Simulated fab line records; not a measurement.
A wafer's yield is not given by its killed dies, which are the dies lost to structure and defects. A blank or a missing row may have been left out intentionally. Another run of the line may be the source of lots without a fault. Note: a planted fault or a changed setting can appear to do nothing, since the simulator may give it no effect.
Matching of chambers || flow n5-finfet || cmp-04 running N5_BEOL_M0_CMP_120: 4 sister chambers
The step polishes, stops on SiOC, t overpolish 6.9 s. 16 wafers are shown with their chamber, then 7 later ones without.

WAFERS WITH THEIR CHAMBER
{"wafer": "L074.2", "chamber": 3, "motor-current-A (A)": 6.3, "platen-rpm (rpm)": 50.02, "clearing-platen-down-force-psi (psi)": 1.503}
{"wafer": "L074.3", "chamber": 1, "motor-current-A (A)": 6.9, "platen-rpm (rpm)": 50.00, "clearing-platen-down-force-psi (psi)": 1.504}
{"wafer": "L075.1", "chamber": 3, "motor-current-A (A)": 6.0, "platen-rpm (rpm)": 50.01, "clearing-platen-down-force-psi (psi)": 1.501}
{"wafer": "L075.3", "chamber": 1, "motor-current-A (A)": 7.2, "platen-rpm (rpm)": 50.02, "clearing-platen-down-force-psi (psi)": 1.502}
{"wafer": "L077.1", "chamber": 0, "motor-current-A (A)": 5.1, "platen-rpm (rpm)": 49.95, "clearing-platen-down-force-psi (psi)": 1.499}
{"wafer": "L077.3", "chamber": 2, "motor-current-A (A)": 6.6, "platen-rpm (rpm)": 50.06, "clearing-platen-down-force-psi (psi)": 1.495}
{"wafer": "L078.1", "chamber": 3, "motor-current-A (A)": 6.4, "platen-rpm (rpm)": 50.03, "clearing-platen-down-force-psi (psi)": 1.498}
{"wafer": "L078.3", "chamber": 1, "motor-current-A (A)": 6.9, "platen-rpm (rpm)": 50.01, "clearing-platen-down-force-psi (psi)": 1.494}
{"wafer": "L079.1", "chamber": 0, "motor-current-A (A)": 5.2, "platen-rpm (rpm)": 49.97, "clearing-platen-down-force-psi (psi)": 1.498}
{"wafer": "L079.3", "chamber": 3, "motor-current-A (A)": 6.5, "platen-rpm (rpm)": 49.97, "clearing-platen-down-force-psi (psi)": 1.499}
{"wafer": "L083.2", "chamber": 3, "motor-current-A (A)": 6.1, "platen-rpm (rpm)": 49.97, "clearing-platen-down-force-psi (psi)": 1.503}
{"wafer": "L083.4", "chamber": 0, "motor-current-A (A)": 5.2, "platen-rpm (rpm)": 50.02, "clearing-platen-down-force-psi (psi)": 1.499}
{"wafer": "L090.1", "chamber": 3, "motor-current-A (A)": 6.2, "platen-rpm (rpm)": 50.04, "clearing-platen-down-force-psi (psi)": 1.503}
{"wafer": "L090.2", "chamber": 0, "motor-current-A (A)": 5.1, "platen-rpm (rpm)": 49.97, "clearing-platen-down-force-psi (psi)": 1.496}
{"wafer": "L091.2", "chamber": 1, "motor-current-A (A)": 7.0, "platen-rpm (rpm)": 49.97, "clearing-platen-down-force-psi (psi)": 1.504}
{"wafer": "L091.3", "chamber": 3, "motor-current-A (A)": 6.2, "platen-rpm (rpm)": 50.00, "clearing-platen-down-force-psi (psi)": 1.504}

SIGNATURES (averages over the wafers above)
{"reading": "motor-current-A", "chamber 0": 5.150, "chamber 1": 7.000, "chamber 2": 6.600, "chamber 3": 6.243, "scatter within a chamber": 0.144}
{"reading": "platen-rpm", "chamber 0": 49.9775, "chamber 1": 50.0000, "chamber 2": 50.0600, "chamber 3": 50.0057, "scatter within a chamber": 0.0268}
{"reading": "clearing-platen-down-force-psi", "chamber 0": 1.49800, "chamber 1": 1.50100, "chamber 2": 1.49500, "chamber 3": 1.50157, "scatter within a chamber": 0.00297}
Rule: a wafer lies at a distance from a chamber equal to the root of the sum of squares, over the readings, of (its reading less the chamber's mean, divided by the reading's scatter). If the next closest chamber is less than 2 further off than the closest, the wafer can't be placed; otherwise it belongs to the closest. How the scatter is found: for the shown wafers, subtract from each reading the mean of its chamber, square and add these, divide the total by (wafers less chambers), then take the root.

WAFERS WITHOUT THEIR CHAMBER
{"wafer": "L091.4", "motor-current-A (A)": 6.6, "platen-rpm (rpm)": 50.02, "clearing-platen-down-force-psi (psi)": 1.500}
{"wafer": "L092.2", "motor-current-A (A)": 7.0, "platen-rpm (rpm)": 50.03, "clearing-platen-down-force-psi (psi)": 1.499}
{"wafer": "L094.1", "motor-current-A (A)": 7.2, "platen-rpm (rpm)": 50.01, "clearing-platen-down-force-psi (psi)": 1.499}
{"wafer": "L094.4", "motor-current-A (A)": 6.7, "platen-rpm (rpm)": 50.06, "clearing-platen-down-force-psi (psi)": 1.501}
{"wafer": "L095.1", "motor-current-A (A)": 5.2, "platen-rpm (rpm)": 50.02, "clearing-platen-down-force-psi (psi)": 1.501}
{"wafer": "L095.3", "motor-current-A (A)": 7.0, "platen-rpm (rpm)": 50.02, "clearing-platen-down-force-psi (psi)": 1.499}
{"wafer": "L095.4", "motor-current-A (A)": 6.2, "platen-rpm (rpm)": 49.99, "clearing-platen-down-force-psi (psi)": 1.503}

EACH ONE'S CHAMBER
{"wafer": "L091.4", "from the rows above": "can't be placed: 2 or 3 or 1", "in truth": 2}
{"wafer": "L092.2", "from the rows above": "can't be placed: 1 or 2", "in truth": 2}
{"wafer": "L094.1", "from the rows above": 1, "in truth": 1}
{"wafer": "L094.4", "from the rows above": "can't be placed: 2 or 1 or 3", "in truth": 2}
{"wafer": "L095.1", "from the rows above": 0, "in truth": 0}
{"wafer": "L095.3", "from the rows above": 1, "in truth": 1}
{"wafer": "L095.4", "from the rows above": 3, "in truth": 3}
Correct placement for 4 of the 7. From these rows, 3 cannot be placed; in 3 the true chamber is one of the candidates. Placed wrongly: 0.
